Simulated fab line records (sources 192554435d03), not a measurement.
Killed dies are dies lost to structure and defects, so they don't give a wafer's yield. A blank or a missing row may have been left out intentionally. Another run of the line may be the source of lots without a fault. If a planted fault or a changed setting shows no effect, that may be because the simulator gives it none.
Comparing a struck lot with a sound one + flow n5-finfet + 23 out of 1938 route steps
Sound: the wafers L765.2, L765.3, L765.5. Struck: wafers L762.1, L762.5, L762.6. At the end, the cause is stated.
For every step that has rows: the tool of each side, followed by ch and its chambers, followed by its first start. Under that, the readings that differ: sound wafers + struck wafers + difference of the means + sigmas: that difference in standard deviations of wafers without a fault.
alike: readings whose means differ by less than 2 such deviations, and words and numbers that are the same on both sides. not compared: withheld readings, readings that some wafer has no value for, bounds like >300 that may hide the same value, and numbers for which the record gives no deviation and whose values overlap.
Wherever a step has rows on one side only, a row that says differs or no value, or a row with sigmas, the two part there. Numbers that have no deviation but don't overlap get no sigmas and don't part them. A reading that every wafer of one side lacks parts them only if that side has two wafers or more.

first, 11 steps without rows for these wafers: N5_BEOL_M3_DESCUM_16 (chemistry O2, time 7 s); N5_BEOL_M3_ETCH_74 (etches underlayer in N2/H2, target depth 6.5 nm, time 5.2 s); N5_BEOL_M3_ETCH_63 (etches SiARC in CF4, target depth 15.6 nm, time 26 s); N5_BEOL_M3_ETCH_64 (etches SOC in N2/H2, target depth 75 nm, overetch 15 nm, time 112.5 s); N5_BEOL_M3_STRIP_65 (strips in N2/H2); N5_BEOL_M3_STRIP_75 (strips in N2/H2); N5_BEOL_M3_STRIP_66 (strips in CF4); N5_BEOL_M3_HM_OPEN_17 (chemistry Cl2/BCl3, target TiN, target depth 20 nm, overetch 6 nm); N5_BEOL_M3_STRIP_19 (strips in O2); N5_BEOL_M3_COAT_67 (time 60 s, resist thk 60 nm); N5_BEOL_M3_COAT_68 (time 60 s, resist thk 12 nm).
N5_BEOL_M3_COAT_76: time 60 s, resist thk 5 nm.
  sound on litho-track-02 ch 0, day 13 16:11; struck on litho-track-05 ch 0, day 12 20:53
| reading              | sound                | struck               | difference | sigmas |
|----------------------|----------------------|----------------------|------------|--------|
| spin-speed-rpm (rpm) | 1501.0 1499.5 1500.9 | 1435.4 1433.1 1431.7 | -67.1      | -71    |
then, 7 steps without rows for these wafers: N5_BEOL_M3_COAT_22 (resist thk 30 nm); N5_BEOL_M3_EBR_24; N5_BEOL_M3_SOFTBAKE_23 (time 60 s); N5_BEOL_M3_EXPOSE_25 (exposes mask V2, defocus 5 nm); N5_BEOL_M3_PEB_26 (peb time 60 s); N5_BEOL_M3_DEVELOP_27 (develop time 30 s); N5_BEOL_M3_DESCUM_33 (chemistry O2, time 7 s).
N5_BEOL_M3_ETCH_77: etches underlayer in N2/H2, target depth 6.5 nm, time 5.2 s.
  sound on rie-diel-04 ch 2,3, day 13 17:05; struck on rie-diel-01 ch 2,3, day 12 21:20
| reading                  | sound             | struck            | difference | sigmas |
|--------------------------|-------------------|-------------------|------------|--------|
| model.etch.depth-nm (nm) | 4.984 4.972 4.967 | 5.087 5.111 5.094 | +0.123     |        |
  alike: drypump-motor-current-A, etch-rf-on-time-s, oes-product-au, rf-vpp-V, showerhead-plenum-p-Torr, throttle-valve-pct
  not compared: rf-hours-counter-h
then, 1 step without rows for these wafers: N5_BEOL_M3_ETCH_69 (etches SiARC in CF4, target depth 15.6 nm, time 26 s).
-- record jumps: 2 days separate the struck wafers' starts on either side; left off in module BEOL_M3, taken up again in module BEOL_M4, whose first shown step is the route's number 1111 --
N5_BEOL_M4_RC_MEAS_101:
  sound on prober-01 ch 0, day 16 08:04; struck on prober-01 ch 0, day 15 06:20
  alike: DIBL_N, DIBL_P, IOFF_N, IOFF_P, ION_N, ION_P, SS_N, SS_P, VT_N, VT_P
-- a jump in the record: the struck wafers' starts before and after are 4 days apart (it breaks off in module BEOL_M4 and resumes in module PASSIVATION, where the first step shown is number 1936 of the route) --
N5_PASSIVATION_PROBE_49:
  sound: prober-01 at day 20 12:57; struck: prober-01 at day 19 17:37
| reading                  | sound     | struck         | difference | sigmas |
|--------------------------|-----------|----------------|------------|--------|
| defect-limited-yield (%) | 90.6 86.7 | 91.2 92.6 92.7 | +3.5       | +2     |
| killed_at_M0_to_M3       | 48 59     | 34 31 20       | -25        | -2     |
| killed-dies              | 111 157   | 104 87 86      | -42        | -2     |
| killed-short             | 43 52     | 36 27 26       | -18        | -2     |
| sort_bin_6_memory (%)    | 3.5 5.3   | 3.1 2.5 2.8    | -1.6       | -2     |
| sort-n-pass              | 1069 1023 | 1076 1093 1094 | +42        | +2     |
| sort-yield-pct (%)       | 90.6 86.7 | 91.2 92.6 92.7 | +3.5       | +2     |
  alike: killed_at_M4_up, killed-at-contacts, killed-at-front-end, killed-at-other, killed-open, sort_bin_4_leakage, sort_bin_5_function

## WHERE THEY PART
Last at N5_PASSIVATION_PROBE_49 as far as this record goes, first at N5_BEOL_M3_COAT_76.

WHY: what the simulator had put in
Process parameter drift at N5_BEOL_M3_COAT_76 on litho-track-05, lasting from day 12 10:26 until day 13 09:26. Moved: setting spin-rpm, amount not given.
